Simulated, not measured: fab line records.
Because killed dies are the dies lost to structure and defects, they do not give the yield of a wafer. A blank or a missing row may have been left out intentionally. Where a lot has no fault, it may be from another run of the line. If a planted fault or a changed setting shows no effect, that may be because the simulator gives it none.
Matching of chambers / flow n5-finfet / N5_HKMG_FIN_ETCH_67 on rie-diel-05: 4 sister chambers
The step etches SOC in N2/H2, stops on TiN, target depth 388.9 nm. 22 wafers are shown with their chamber, then 11 later ones without.

== WAFERS, EACH WITH ITS CHAMBER ==
wafer=L074.3; chamber=3; showerhead-plenum-p-Torr (Torr)=2.66; drypump-motor-current-A (A)=4.9; throttle-valve-pct (%)=17.85
wafer=L074.4; chamber=0; showerhead-plenum-p-Torr (Torr)=2.49; drypump-motor-current-A (A)=5.9; throttle-valve-pct (%)=17.88
wafer=L074.5; chamber=3; showerhead-plenum-p-Torr (Torr)=2.66; drypump-motor-current-A (A)=4.9; throttle-valve-pct (%)=17.86
wafer=L076.1; chamber=1; showerhead-plenum-p-Torr (Torr)=2.60; drypump-motor-current-A (A)=5.2; throttle-valve-pct (%)=18.04
wafer=L076.3; chamber=3; showerhead-plenum-p-Torr (Torr)=2.66; drypump-motor-current-A (A)=4.8; throttle-valve-pct (%)=17.88
wafer=L076.4; chamber=0; showerhead-plenum-p-Torr (Torr)=2.49; drypump-motor-current-A (A)=5.9; throttle-valve-pct (%)=17.89
wafer=L078.1; chamber=2; showerhead-plenum-p-Torr (Torr)=2.40; drypump-motor-current-A (A)=5.6; throttle-valve-pct (%)=18.01
wafer=L078.4; chamber=1; showerhead-plenum-p-Torr (Torr)=2.59; drypump-motor-current-A (A)=5.2; throttle-valve-pct (%)=18.06
wafer=L078.5; chamber=2; showerhead-plenum-p-Torr (Torr)=2.40; drypump-motor-current-A (A)=5.5; throttle-valve-pct (%)=18.03
wafer=L079.1; chamber=3; showerhead-plenum-p-Torr (Torr)=2.65; drypump-motor-current-A (A)=4.8; throttle-valve-pct (%)=17.88
wafer=L079.4; chamber=3; showerhead-plenum-p-Torr (Torr)=2.65; drypump-motor-current-A (A)=4.8; throttle-valve-pct (%)=17.89
wafer=L079.6; chamber=1; showerhead-plenum-p-Torr (Torr)=2.59; drypump-motor-current-A (A)=5.2; throttle-valve-pct (%)=18.05
wafer=L080.1; chamber=2; showerhead-plenum-p-Torr (Torr)=2.40; drypump-motor-current-A (A)=5.5; throttle-valve-pct (%)=18.04
wafer=L080.3; chamber=1; showerhead-plenum-p-Torr (Torr)=2.59; drypump-motor-current-A (A)=5.2; throttle-valve-pct (%)=18.06
wafer=L080.5; chamber=3; showerhead-plenum-p-Torr (Torr)=2.65; drypump-motor-current-A (A)=4.8; throttle-valve-pct (%)=17.87
wafer=L081.1; chamber=0; showerhead-plenum-p-Torr (Torr)=2.49; drypump-motor-current-A (A)=5.9; throttle-valve-pct (%)=17.43
wafer=L081.2; chamber=3; showerhead-plenum-p-Torr (Torr)=2.65; drypump-motor-current-A (A)=4.9; throttle-valve-pct (%)=17.88
wafer=L081.5; chamber=0; showerhead-plenum-p-Torr (Torr)=2.49; drypump-motor-current-A (A)=5.9; throttle-valve-pct (%)=17.43
wafer=L086.1; chamber=3; showerhead-plenum-p-Torr (Torr)=2.64; drypump-motor-current-A (A)=4.8; throttle-valve-pct (%)=17.90
wafer=L086.2; chamber=1; showerhead-plenum-p-Torr (Torr)=2.59; drypump-motor-current-A (A)=5.2; throttle-valve-pct (%)=18.06
wafer=L086.3; chamber=0; showerhead-plenum-p-Torr (Torr)=2.49; drypump-motor-current-A (A)=5.9; throttle-valve-pct (%)=17.44
wafer=L087.1; chamber=3; showerhead-plenum-p-Torr (Torr)=2.64; drypump-motor-current-A (A)=4.9; throttle-valve-pct (%)=17.90

SIGNATURES, as means of the wafers listed above
reading=showerhead-plenum-p-Torr; chamber 0=2.4900; chamber 1=2.5920; chamber 2=2.4000; chamber 3=2.6511; scatter within a chamber=0.00562
reading=drypump-motor-current-A; chamber 0=5.900; chamber 1=5.200; chamber 2=5.533; chamber 3=4.844; scatter within a chamber=0.0401
reading=throttle-valve-pct; chamber 0=17.6140; chamber 1=18.0540; chamber 2=18.0267; chamber 3=17.8789; scatter within a chamber=0.117
Rule: for a wafer and a chamber, the distance is found by dividing, reading by reading, the gap between the wafer's reading and the chamber's mean by the reading's scatter, squaring, summing and taking the root. The wafer belongs to the nearest chamber; if the next one is less than 2 further off, it can't be placed. The scatter: take each reading less its chamber's mean, square it, sum over the shown wafers, divide by the number of wafers less the number of chambers, and take the root.

== WAFERS WITH NO CHAMBER GIVEN ==
wafer=L087.2; showerhead-plenum-p-Torr (Torr)=2.48; drypump-motor-current-A (A)=5.9; throttle-valve-pct (%)=17.45
wafer=L087.6; showerhead-plenum-p-Torr (Torr)=2.48; drypump-motor-current-A (A)=5.9; throttle-valve-pct (%)=17.45
wafer=L090.3; showerhead-plenum-p-Torr (Torr)=2.48; drypump-motor-current-A (A)=5.9; throttle-valve-pct (%)=17.45
wafer=L090.4; showerhead-plenum-p-Torr (Torr)=2.72; drypump-motor-current-A (A)=5.6; throttle-valve-pct (%)=17.56
wafer=L090.5; showerhead-plenum-p-Torr (Torr)=2.48; drypump-motor-current-A (A)=5.9; throttle-valve-pct (%)=17.45
wafer=L092.2; showerhead-plenum-p-Torr (Torr)=2.58; drypump-motor-current-A (A)=5.2; throttle-valve-pct (%)=18.10
wafer=L092.3; showerhead-plenum-p-Torr (Torr)=2.71; drypump-motor-current-A (A)=5.5; throttle-valve-pct (%)=17.58
wafer=L092.5; showerhead-plenum-p-Torr (Torr)=2.48; drypump-motor-current-A (A)=5.9; throttle-valve-pct (%)=17.47
wafer=L097.2; showerhead-plenum-p-Torr (Torr)=2.47; drypump-motor-current-A (A)=5.9; throttle-valve-pct (%)=17.49
wafer=L097.3; showerhead-plenum-p-Torr (Torr)=2.63; drypump-motor-current-A (A)=4.9; throttle-valve-pct (%)=17.96
wafer=L097.4; showerhead-plenum-p-Torr (Torr)=2.71; drypump-motor-current-A (A)=5.5; throttle-valve-pct (%)=17.61

== EACH ONE'S CHAMBER ==
wafer=L087.2; from the rows above=0; in truth=0
wafer=L087.6; from the rows above=0; in truth=0
wafer=L090.3; from the rows above=0; in truth=0
wafer=L090.4; from the rows above=3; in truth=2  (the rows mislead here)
wafer=L090.5; from the rows above=0; in truth=0
wafer=L092.2; from the rows above=1; in truth=1
wafer=L092.3; from the rows above=3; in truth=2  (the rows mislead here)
wafer=L092.5; from the rows above=0; in truth=0
wafer=L097.2; from the rows above=0; in truth=0
wafer=L097.3; from the rows above=3; in truth=3
wafer=L097.4; from the rows above=3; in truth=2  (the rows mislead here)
8 of 11 placed correctly. From these rows, 0 cannot be placed. Placed wrongly: 3.
